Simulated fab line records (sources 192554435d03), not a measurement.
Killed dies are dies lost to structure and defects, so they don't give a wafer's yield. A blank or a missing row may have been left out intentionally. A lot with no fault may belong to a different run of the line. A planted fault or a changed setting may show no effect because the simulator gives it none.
The same fault as seen by 3 desks ; flow n5-finfet ; what lay behind the numbers comes last; until then each desk has only its own

== AT THE METROLOGY DESK ==
What the gauges read, lot by lot, whatever tool the lot ran on: means of the sampled wafers that have a number. If a lot's mean is further than 4 standard deviations from the usual mean, the lot is out of limits and carries the mark OUT (the distance appears in the brackets). Only the readings that lie furthest out on some lot appear, 7 of the 10 it has.
Columns: A = DIBL_N at N5_BEOL_M4_RC_MEAS_101, usual 36.6 mV/V; B = DIBL_P at N5_BEOL_M4_RC_MEAS_101, usual 36.4 mV/V; C = IOFF_N at N5_BEOL_M4_RC_MEAS_101, usual 0.167 nA/um; D = ION_N at N5_BEOL_M4_RC_MEAS_101, usual 678 uA/um; E = ION_P at N5_BEOL_M4_RC_MEAS_101, usual 464 uA/um; F = SS_P at N5_BEOL_M4_RC_MEAS_101, usual 73.4 mV/dec; G = VT_P at N5_BEOL_M4_RC_MEAS_101, usual -249 mV
lot;first seen here;A;B;C;D;E;F;G
L806;day 9 06:11;38.0;36.5;0.188;684;470;73.7;-249
L811;day 10 10:40;38.7;38.5;0.198;692;475;73.5;-248
L812;day 10 17:01;36.9;37.1;0.152;674;456;73.6;-253
L813;day 11 14:39;35.8;35.0;0.144;670;463;72.6;-247
L823;day 14 20:28;36.5;36.3;0.175;684;469;73.8;-247
L826;day 15 15:08;37.1;38.2;0.167;678;465;73.4;-250
This desk's verdict: no lot among the 6 shows anything out of limits.

== FOR THE TOOL OWNER'S DESK: rie-diel-03 ==
The tool's own readings at N5_BEOL_M1_TRENCH_ETCH_37 (etches SiOC in C4F6/O2, target depth 55.207 nm, time 29 s): means of the sampled wafers that have a number, for each lot that ran on this tool. If a lot's mean is further than 4 standard deviations from the usual mean, the lot is out of limits and carries the mark OUT (the distance appears in the brackets).
Columns: A = bias-w at N5_BEOL_M1_TRENCH_ETCH_37, usual 185.0 W; B = drypump-motor-current-A at N5_BEOL_M1_TRENCH_ETCH_37, usual 5.7 A; C = oes-product-au at N5_BEOL_M1_TRENCH_ETCH_37, usual 0.81 a.u.; D = rf-vpp-V at N5_BEOL_M1_TRENCH_ETCH_37, usual 664 V; E = showerhead-plenum-p-Torr at N5_BEOL_M1_TRENCH_ETCH_37, usual 2.86 Torr; F = throttle-valve-pct at N5_BEOL_M1_TRENCH_ETCH_37, usual 20.88 %
lot;first seen here;A;B;C;D;E;F
L812;day 8 06:34;191.6 (+12) OUT;5.2;0.83;687;2.84;20.76
L813;day 8 16:08;192.2 (+13) OUT;5.2;0.83;687;2.83;20.78
L823;day 11 15:44;184.8;5.6;0.86;673;2.98;20.79
Finding of this desk: L812, L813 out of limits; the first was L812 at day 8 06:34, on bias-w at N5_BEOL_M1_TRENCH_ETCH_37. In limits: L823.

== THE DEFECT DESK ==
Inspection counts along the route, by lot: the mean over sampled wafers that carry a number. If a lot's mean is further than 4 standard deviations from the usual mean, the lot is out of limits and carries the mark OUT (the distance appears in the brackets).
Columns: A = raw-defect-count at N5_BEOL_M1_INSPECT_30, usual 394
lot;first seen here;A
L806;day 6 13:53;300
L811;day 7 17:31;372
L812;day 7 22:20;468
L813;day 8 08:13;320
L823;day 11 07:30;333
L826;day 11 16:47;573
This desk's verdict: no lot among the 6 shows anything out of limits.

== PUT TOGETHER ==
On L812, L813, at day 8 06:34, an alarm was possible from the tool owner's desk.
From the metrology desk's view, nothing was out of limits.
The defect desk saw nothing out of limits.
The metrology desk has L812, L813 on record, within its limits.
The defect desk has L812, L813 on record, within its limits.
The lots listed all ran N5_BEOL_M1_TRENCH_ETCH_37 on rie-diel-03.

== WHAT HAD BEEN PUT IN BY THE SIMULATOR ==
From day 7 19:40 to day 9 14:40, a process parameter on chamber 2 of rie-diel-03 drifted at N5_BEOL_M1_TRENCH_ETCH_37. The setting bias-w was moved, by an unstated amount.
Shown lots that were struck: L812, L813.
Delay in hours, fault start to first out-of-limits reading, by desk: the tool owner's desk at 11.
